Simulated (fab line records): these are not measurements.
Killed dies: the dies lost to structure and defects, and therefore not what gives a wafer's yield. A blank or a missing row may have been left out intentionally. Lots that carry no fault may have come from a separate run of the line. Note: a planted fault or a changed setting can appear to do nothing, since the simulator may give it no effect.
The tool behind it: which one? / flow nand-harc / 12 lots with 36 wafers sampled at 4 steps, on a route of 1159 steps

== WHAT THE GAUGES READ, wafer by wafer ==
NHARC_P_M0_INSPECT_27.
lot=L076; measured=day 6 04:35; on=defect-inspect-01; raw-defect-count=301 263 500
lot=L078; measured=day 6 22:22; on=defect-inspect-02; raw-defect-count=172 280 240
lot=L079; measured=day 7 08:24; on=defect-inspect-02; raw-defect-count=321 356 452
lot=L081; measured=day 7 18:28; on=defect-inspect-01; raw-defect-count=453 303 388
lot=L084; measured=day 8 08:26; on=defect-inspect-02; raw-defect-count=335 248 337
lot=L085; measured=day 8 15:58; on=defect-inspect-01; raw-defect-count=366 160 360
lot=L087; measured=day 9 04:42; on=defect-inspect-02; raw-defect-count=180 252 258
lot=L089; measured=day 9 22:26; on=defect-inspect-02; raw-defect-count=414 251 502
lot=L091; measured=day 10 06:51; on=defect-inspect-02; raw-defect-count=942 346 409
lot=L093; measured=day 10 21:45; on=defect-inspect-01; raw-defect-count=215 174 176
lot=L095; measured=day 11 04:22; on=defect-inspect-01; raw-defect-count=471 250 337
lot=L096; measured=day 11 09:04; on=defect-inspect-01; raw-defect-count=173 189 292

== TOOL THAT RAN EACH LOT (tool first, then ch and the chambers of the sampled wafers, then the start) ==
lot=L076; NHARC_P_CONTACT_DESCUM_17=rie-diel-02 ch 0,1,2, day 5 21:16; NHARC_P_CONTACT_ETCH_35=rie-diel-02 ch 0,2,3, day 5 21:21; NHARC_P_CONTACT_DEGAS_38=pvd-sputter-03, day 5 22:50
lot=L078; NHARC_P_CONTACT_DESCUM_17=rie-diel-02 ch 1,2, day 6 15:17; NHARC_P_CONTACT_ETCH_35=rie-diel-02 ch 0,1, day 6 15:32; NHARC_P_CONTACT_DEGAS_38=pvd-sputter-03, day 6 17:16
lot=L079; NHARC_P_CONTACT_DESCUM_17=rie-diel-10 ch 0,1,3, day 6 21:09; NHARC_P_CONTACT_ETCH_35=rie-diel-10 ch 2,3, day 6 21:13; NHARC_P_CONTACT_DEGAS_38=pvd-sputter-03, day 6 22:47
lot=L081; NHARC_P_CONTACT_DESCUM_17=rie-diel-10 ch 1,2, day 7 09:54; NHARC_P_CONTACT_ETCH_35=rie-diel-10 ch 0,3, day 7 09:59; NHARC_P_CONTACT_DEGAS_38=pvd-sputter-03, day 7 11:29
lot=L084; NHARC_P_CONTACT_DESCUM_17=rie-diel-10 ch 0,1,2, day 8 01:55; NHARC_P_CONTACT_ETCH_35=rie-diel-10 ch 0,1,2, day 8 02:00; NHARC_P_CONTACT_DEGAS_38=pvd-sputter-02, day 8 03:30
lot=L085; NHARC_P_CONTACT_DESCUM_17=rie-diel-02 ch 1,2,3, day 8 08:48; NHARC_P_CONTACT_ETCH_35=rie-diel-02 ch 1,2,3, day 8 08:55; NHARC_P_CONTACT_DEGAS_38=pvd-sputter-02, day 8 10:50
lot=L087; NHARC_P_CONTACT_DESCUM_17=rie-diel-04 ch 1,3, day 8 19:29; NHARC_P_CONTACT_ETCH_35=rie-diel-04 ch 0,1,3, day 8 19:34; NHARC_P_CONTACT_DEGAS_38=pvd-sputter-03, day 8 21:15
lot=L089; NHARC_P_CONTACT_DESCUM_17=rie-diel-04 ch 0,2,3, day 9 10:38; NHARC_P_CONTACT_ETCH_35=rie-diel-04 ch 0,1,2, day 9 10:45; NHARC_P_CONTACT_DEGAS_38=pvd-sputter-03, day 9 12:23
lot=L091; NHARC_P_CONTACT_DESCUM_17=rie-diel-02 ch 1,2,3, day 9 22:10; NHARC_P_CONTACT_ETCH_35=rie-diel-02 ch 2,3, day 9 22:17; NHARC_P_CONTACT_DEGAS_38=pvd-sputter-03, day 9 23:56
lot=L093; NHARC_P_CONTACT_DESCUM_17=rie-diel-10 ch 0,1, day 10 10:22; NHARC_P_CONTACT_ETCH_35=rie-diel-10 ch 0,2,3, day 10 10:28; NHARC_P_CONTACT_DEGAS_38=pvd-sputter-01, day 10 11:58
lot=L095; NHARC_P_CONTACT_DESCUM_17=rie-diel-10 ch 0,1,2, day 10 21:44; NHARC_P_CONTACT_ETCH_35=rie-diel-10 ch 0,3, day 10 21:49; NHARC_P_CONTACT_DEGAS_38=pvd-sputter-03, day 10 23:23
lot=L096; NHARC_P_CONTACT_DESCUM_17=rie-diel-02 ch 1,2, day 11 02:07; NHARC_P_CONTACT_ETCH_35=rie-diel-02 ch 1,2, day 11 02:13; NHARC_P_CONTACT_DEGAS_38=pvd-sputter-03, day 11 03:52
- NHARC_P_CONTACT_DESCUM_17: chemistry O2, time 3 s.
- NHARC_P_CONTACT_ETCH_35: etches the open film in CF4, target depth 39 nm, time 65 s.
- NHARC_P_CONTACT_DEGAS_38: time 60 s.

== THE ANSWER, worked out from the rows above alone ==
Rule: the usual values come from the lots themselves. The widest of any qualifying gaps counts: lots, ordered by their means at a reading, are off when they make up no more than a third of the lots, leave a main group of 4 or more, and stand apart from it by 3 or more times the standard deviation of that group's means. A main group is skipped when, at the precision printed for the reading in the tables above, its means are all equal. Also off: a lot with no number at a reading for which 4 or more lots have one. The other lots that the step has rows for count as sound.
Nothing can be told from this: no lot is off at any reading shown.

== WHAT THE SIMULATOR HAD INSERTED ==
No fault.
